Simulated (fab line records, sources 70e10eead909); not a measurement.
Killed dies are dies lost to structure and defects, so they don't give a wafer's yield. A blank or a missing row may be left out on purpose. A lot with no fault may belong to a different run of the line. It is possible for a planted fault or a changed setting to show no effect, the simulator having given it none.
The same fault as seen by 2 desks | flow nand harc | numbers are kept per desk, each desk with only its own; the story behind them comes last

DESK OF THE TOOL OWNER: litho track-01
The tool's own readings at NHARC_P_M0_PEB_07 (peb time 65 s): means of the sampled wafers that have a number, for each lot that ran on this tool. If a lot's mean is further than 4 standard deviations from the usual mean, the lot is out of limits and carries the mark OUT (the distance appears in the brackets).
Columns: A = heater power total W at NHARC_P_M0_PEB_07, usual 156.5 W
lot  | first seen here | A
L833 | day 5 18:43     | 156.2
L834 | day 6 13:05     | 156.9
L837 | day 7 20:01     | 177.0 (+49) OUT
L846 | day 11 12:47    | 156.5
L855 | day 15 05:38    | 156.6
L856 | day 15 09:43    | 156.5
This desk's finding: out of limits on L837; first on L837, day 7 20:01 (heater power total W at NHARC_P_M0_PEB_07). Within limits: L833, L834, L846, L855, L856.

METROLOGY DESK
Means of the sampled wafers that have a number, per lot and without regard to the tool the lot ran on: this is what the gauges read. If a lot's mean is further than 4 standard deviations from the usual mean, the lot is out of limits and carries the mark OUT (the distance appears in the brackets).
Columns: A = cd nm at NHARC_P_M0_CD_MEAS_09, usual 89.6 nm; B = cd nm at NHARC_P_M0_CD_MEAS_16, usual 89.3 nm
lot  | first seen here | A              | B
L833 | day 5 18:47     | 89.8           | 89.2
L834 | day 6 13:10     | 90.0           | 89.6
L837 | day 7 20:05     | 81.1 (-14) OUT | 81.1 (-11) OUT
L845 | day 11 03:17    | 89.5           | 88.7
L846 | day 11 12:52    | 90.1           | 90.6
L847 | day 12 05:29    | 88.9           | 88.5
L848 | day 12 06:11    | 89.3           | 88.9
L850 | day 13 01:20    | 89.5           | 89.5
L851 | day 13 15:58    | 89.3           | 88.7
L852 | day 14 05:11    | 89.6           | 89.3
L853 | day 14 09:08    | 89.7           | 89.6
L855 | day 15 05:43    | 89.9           | 89.8
L856 | day 15 09:48    | 89.5           | 90.1
This desk's finding: out of limits on L837; first on L837, day 7 20:05 (cd nm at NHARC_P_M0_CD_MEAS_09). Within limits: L833, L834, L845, L846, L847, L848, L850, L851, L852, L853, L855, L856.

PUT TOGETHER
The tool owner's desk had the chance to raise an alarm at day 7 20:01 on L837.
The metrology desk could have raised an alarm at day 7 20:05, on L837.
On litho track-01, each named lot ran NHARC_P_M0_PEB_07.

WHAT THE SIMULATOR HAD INSERTED
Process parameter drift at NHARC_P_M0_PEB_07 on litho track-01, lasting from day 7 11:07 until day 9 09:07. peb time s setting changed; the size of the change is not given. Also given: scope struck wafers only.
Struck lots among those shown: L837.
Time in hours from fault onset to the first out-of-limits reading at each desk: tool owner's desk 9, metrology desk 9.
